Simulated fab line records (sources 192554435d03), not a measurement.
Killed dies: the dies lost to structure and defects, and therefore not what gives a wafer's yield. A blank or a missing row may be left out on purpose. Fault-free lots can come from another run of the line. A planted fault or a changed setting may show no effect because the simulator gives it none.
Which tool is to blame? | flow n5 finfet | 9 lots with 27 wafers sampled at 5 steps, on a route of 1938 steps

== WHAT EACH GAUGE READ, for each wafer ==
N5_BEOL_M4_RC_MEAS_101. Usual: DIBL_N 36.0 mV/V, standard deviation 2.2; DIBL_P 36.2 mV/V, standard deviation 2.4; IOFF_N 0.16 nA/um, standard deviation 0.035; IOFF_P 0.21 nA/um, standard deviation 0.037; ION_N 672 uA/um, standard deviation 13; ION_P 461 uA/um, standard deviation 7; SS_N 71.4 mV/dec, standard deviation 0.69; SS_P 73.2 mV/dec, standard deviation 0.75; VT_N 250 mV, standard deviation 3.4; VT_P -251 mV, standard deviation 3.
lot  | measured     | on        | DIBL_N (mV/V)  | DIBL_P (mV/V)  | IOFF_N (nA/um) | IOFF_P (nA/um) | ION_N (uA/um) | ION_P (uA/um) | SS_N (mV/dec)  | SS_P (mV/dec)  | VT_N (mV)   | VT_P (mV)      | flag
L749 | day 9 13:01  | prober-01 | 33.9 35.4 35.7 | 34.2 35.7 36.5 | 0.12 0.16 0.17 | 0.17 0.19 0.21 | 659 677 694   | 451 457 467   | 71.3 71.1 70.8 | 73.7 73.4 73.6 | 252 250 246 | -257 -253 -252 |
L755 | day 10 19:05 | prober-01 | 35.2 32.3 35.6 | 34.8 32.9 36.0 | 0.14 0.11 0.14 | 0.18 0.16 0.19 | 665 655 667   | 455 454 461   | 71.1 70.3 71.0 | 72.2 71.8 72.8 | 253 254 251 | -255 -252 -254 |
L756 | day 10 19:42 | prober-02 | 34.2 36.7 36.2 | 33.5 37.9 36.5 | 0.13 0.18 0.16 | 0.18 0.24 0.22 | 675 684 683   | 465 471 460   | 70.3 71.8 70.8 | 72.5 73.6 73.1 | 252 246 249 | -250 -246 -250 |
L759 | day 12 00:44 | prober-02 | 34.0 36.6 33.7 | 32.1 35.7 32.3 | 0.13 0.18 0.12 | 0.18 0.24 0.18 | 666 673 665   | 458 470 460   | 71.1 72.5 70.4 | 72.2 73.2 72.5 | 253 246 253 | -250 -246 -248 |
L760 | day 12 09:06 | prober-02 | 31.8 35.7 34.3 | 33.3 37.8 35.4 | 0.11 0.16 0.15 | 0.16 0.22 0.19 | 651 663 670   | 452 458 457   | 70.9 72.4 71.0 | 73.1 73.2 73.0 | 254 248 251 | -254 -252 -253 |
L764 | day 13 11:36 | prober-02 | 35.1 35.3 35.8 | 36.3 35.5 37.0 | 0.15 0.15 0.16 | 0.22 0.19 0.23 | 664 677 677   | 461 457 463   | 71.1 70.9 71.8 | 73.1 73.1 73.0 | 248 251 250 | -250 -252 -248 |
L766 | day 13 14:39 | prober-01 | 36.3 32.1 32.0 | 34.9 30.5 30.6 | 0.13 0.09 0.09 | 0.19 0.14 0.14 | 659 651 647   | 452 450 452   | 71.5 69.7 69.8 | 73.4 72.0 71.9 | 252 258 259 | -250 -256 -254 |
L771 | day 15 02:20 | prober-02 | 37.0 37.4 35.2 | 38.6 39.4 37.4 | 0.19 0.20 0.17 | 0.23 0.23 0.21 | 689 696 681   | 460 470 468   | 71.7 72.3 71.6 | 74.1 73.4 73.8 | 247 247 250 | -250 -251 -251 |
L772 | day 15 05:06 | prober-01 | 36.0 37.5 36.2 | 35.5 37.4 36.2 | 0.14 0.18 0.16 | 0.20 0.24 0.21 | 676 682 678   | 466 473 466   | 70.8 71.7 71.3 | 73.0 73.2 73.0 | 251 249 250 | -249 -247 -248 |

== TOOL THAT RAN EACH LOT (tool first, then ch and the chambers of the sampled wafers, then the start) ==
lot  | N5_HKMG_FIN_STRIP_92              | N5_HKMG_FIN_STRIP_90              | N5_HKMG_FIN_ETCHBACK_68          | N5_GATE_CUT_ETCHBACK_00
L749 | rie diel-04 ch 0,3, day 4 04:05   | rie diel-06 ch 0,1, day 4 06:05   | rie metal-03 ch 0,1, day 4 06:14 | rie metal-03 ch 0,1, day 4 08:02
L755 | rie diel-04 ch 0,1,3, day 5 16:19 | rie diel-04 ch 0,2,3, day 5 18:19 | rie metal-01 ch 0,1, day 5 18:29 | rie metal-01 ch 0,1, day 5 20:17
L756 | rie diel-03 ch 1,2, day 5 19:52   | rie diel-04 ch 0,3, day 5 21:54   | rie metal-02 ch 1, day 5 22:03   | rie metal-01 ch 0, day 5 23:53
L759 | rie diel-03 ch 2,3, day 6 18:54   | rie diel-03 ch 0,3, day 6 20:54   | rie metal-02 ch 0,1, day 6 21:06 | rie metal-01 ch 0,1, day 6 22:54
L760 | rie diel-03 ch 0,1, day 7 01:24   | rie diel-03 ch 1,2, day 7 03:24   | rie metal-03 ch 0,1, day 7 03:36 | rie metal-03 ch 0,1, day 7 05:25
L764 | rie diel-04 ch 0,2, day 7 23:32   | rie diel-04 ch 1,2,3, day 8 01:34 | rie metal-01 ch 0,1, day 8 01:43 | rie metal-02 ch 0,1, day 8 03:31
L766 | rie diel-06 ch 0,2,3, day 8 12:14 | rie diel-03 ch 0,1,2, day 8 14:14 | rie metal-02 ch 0,1, day 8 14:24 | rie metal-01 ch 0,1, day 8 16:12
L771 | rie diel-06 ch 0,1,3, day 9 16:05 | rie diel-06 ch 1,3, day 9 18:05   | rie metal-03 ch 0,1, day 9 18:17 | rie metal-03 ch 0,1, day 9 20:05
L772 | rie diel-06 ch 0,1,2, day 9 21:08 | rie diel-04 ch 0,1,3, day 9 23:13 | rie metal-02 ch 0,1, day 9 23:22 | rie metal-01 ch 0,1, day 10 01:13
- N5_HKMG_FIN_STRIP_92: strips SOC in N2/H2, time 20 s.
- N5_HKMG_FIN_STRIP_90: strips SOC in N2/H2, time 20 s.
- N5_HKMG_FIN_ETCHBACK_68: etches the open film in Cl2/Ar, stops on HfO2, target depth 0.5 nm.
- N5_GATE_CUT_ETCHBACK_00: etches W in SF6/Cl2.

== AS READ BY THE TOOLS THEMSELVES (means over the sampled wafers that have a number; for cases with no such wafer, the mark the record gives instead) ==
N5_HKMG_FIN_STRIP_92. Usual: drypump motor current A 5.6 A, standard deviation 0.5; oes product au 0.82 a.u., standard deviation 0.087; power w 500.0 W, standard deviation 1.4; rf vpp V 54.3 V, standard deviation 0.91; showerhead plenum p Torr 3.40 Torr, standard deviation 0.11; throttle valve pct 18.8 %, standard deviation 0.36.
lot  | tool        | drypump motor current A (A) | oes product au (a.u.) | power w (W) | rf vpp V (V) | showerhead plenum p Torr (Torr) | throttle valve pct (%) | flag
L749 | rie diel-04 | 5.2                         | 0.82                  | 501.9       | 54.3         | 3.29                            | 19.0                   |
L755 | rie diel-04 | 5.5                         | 0.77                  | 499.1       | 54.2         | 3.27                            | 18.7                   |
L756 | rie diel-03 | 6.1                         | 0.83                  | 500.6       | 53.9         | 3.34                            | 18.6                   |
L759 | rie diel-03 | 5.7                         | 0.84                  | 499.6       | 53.8         | 3.26                            | 19.2                   |
L760 | rie diel-03 | 5.9                         | 0.81                  | 499.6       | 54.0         | 3.42                            | 18.4                   |
L764 | rie diel-04 | 5.5                         | 0.77                  | 500.6       | 54.0         | 3.27                            | 19.2                   |
L766 | rie diel-06 | 5.2                         | 0.85                  | 501.6       | 53.9         | 3.46                            | 18.9                   |
L771 | rie diel-06 | 5.4                         | 0.91                  | 500.5       | 54.2         | 3.51                            | 18.9                   |
L772 | rie diel-06 | 5.5                         | 0.83                  | 499.6       | 54.3         | 3.46                            | 19.0                   |

N5_HKMG_FIN_STRIP_90. Usual: drypump motor current A 5.7 A, standard deviation 0.53; oes product au 0.79 a.u., standard deviation 0.094; power w 500.1 W, standard deviation 1.4; rf vpp V 54.3 V, standard deviation 0.79; showerhead plenum p Torr 3.36 Torr, standard deviation 0.11; throttle valve pct 18.9 %, standard deviation 0.37.
lot  | tool        | drypump motor current A (A) | oes product au (a.u.) | power w (W) | rf vpp V (V) | showerhead plenum p Torr (Torr) | throttle valve pct (%) | flag
L749 | rie diel-06 | 5.7                         | 0.89                  | 499.9       | 54.9         | 3.54                            | 19.0                   |
L755 | rie diel-04 | 5.9                         | 0.75                  | 500.1       | 55.7         | 3.31                            | 19.0                   |
L756 | rie diel-04 | 5.5                         | 0.76                  | 499.3       | 54.5         | 3.31                            | 18.8                   |
L759 | rie diel-03 | 5.5                         | 0.83                  | 500.4       | 54.4         | 3.34                            | 18.8                   |
L760 | rie diel-03 | 5.8                         | 0.83                  | 501.1       | 54.4         | 3.30                            | 18.9                   |
L764 | rie diel-04 | 6.1                         | 0.71                  | 499.4       | 54.0         | 3.29                            | 18.7                   |
L766 | rie diel-03 | 5.7                         | 0.81                  | 506.1       | 54.6         | 3.37                            | 18.8                   | OFF
L771 | rie diel-06 | 5.6                         | 0.91                  | 500.0       | 54.5         | 3.55                            | 18.8                   |
L772 | rie diel-04 | 5.5                         | 0.76                  | 500.8       | 53.8         | 3.26                            | 18.8                   |

N5_HKMG_FIN_ETCHBACK_68. Usual: drypump motor current A 5.6 A, standard deviation 0.58; oes product au 0.72 a.u., standard deviation 0.094; throttle valve pct 20.86 %, standard deviation 0.2.
lot  | tool         | drypump motor current A (A) | oes product au (a.u.) | throttle valve pct (%) | flag
L749 | rie metal-03 | 5.2                         | 0.74                  | 20.76                  |
L755 | rie metal-01 | 6.2                         | 0.73                  | 21.02                  |
L756 | rie metal-02 | 5.9                         | 0.66                  | 20.94                  |
L759 | rie metal-02 | 5.8                         | 0.73                  | 20.80                  |
L760 | rie metal-03 | 5.2                         | 0.72                  | 20.77                  |
L764 | rie metal-01 | 6.2                         | 0.72                  | 21.03                  |
L766 | rie metal-02 | 5.8                         | 0.72                  | 20.81                  |
L771 | rie metal-03 | 5.2                         | 0.66                  | 20.92                  |
L772 | rie metal-02 | 5.8                         | 0.78                  | 20.70                  |

N5_GATE_CUT_ETCHBACK_00. Usual: drypump motor current A 5.6 A, standard deviation 0.65; oes product au 0.72 a.u., standard deviation 0.089; throttle valve pct 27.54 %, standard deviation 0.25.
lot  | tool         | drypump motor current A (A) | oes product au (a.u.) | throttle valve pct (%) | flag
L749 | rie metal-03 | 5.2                         | 0.70                  | 27.48                  |
L755 | rie metal-01 | 5.6                         | 0.68                  | 27.61                  |
L756 | rie metal-01 | 6.7                         | 0.78                  | 27.90                  |
L759 | rie metal-01 | 6.2                         | 0.73                  | 27.75                  |
L760 | rie metal-03 | 5.2                         | 0.68                  | 27.49                  |
L764 | rie metal-02 | 5.8                         | 0.74                  | 27.40                  |
L766 | rie metal-01 | 5.6                         | 0.68                  | 27.63                  |
L771 | rie metal-03 | 5.2                         | 0.72                  | 27.48                  |
L772 | rie metal-01 | 5.6                         | 0.67                  | 27.61                  |

== THE ANSWER, worked out from the rows above alone ==
Rule: take the mean of a lot's wafers that have a number; if it is more than 3 standard deviations from the usual mean, the lot is off. Also off: a lot with no number at a reading for which 4 or more lots have one. Where the step has rows for the other lots, those lots are counted as sound. First the gauges in route order, then the tools' own readings, where a lot's mean is used as printed above. At the first step where some lot is off, the reading lying furthest off is the one used; lots without a number count as furthest.
Off, at N5_HKMG_FIN_STRIP_90 on power w: L766.
If a tool, at that step or one of the process steps before it, ran each lot that is off and ran no sound lot following the first of them, it fits. One fits: rie diel-03 at N5_HKMG_FIN_STRIP_90. Its last sound lot is L760 (day 7 03:24), its first lot that is off L766 (day 8 14:14): a fault that began between those two fits.
The tool's own readings at N5_HKMG_FIN_STRIP_90 bear it out: on the lots that are off they differ by more than 5 times the standard deviation of the sound lots' means. power w reads 506.1 W there against 500.1 W on the sound lots.

== WHAT THE SIMULATOR HAD PUT IN ==
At N5_HKMG_FIN_STRIP_90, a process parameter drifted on rie diel-03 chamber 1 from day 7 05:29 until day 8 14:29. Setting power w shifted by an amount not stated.
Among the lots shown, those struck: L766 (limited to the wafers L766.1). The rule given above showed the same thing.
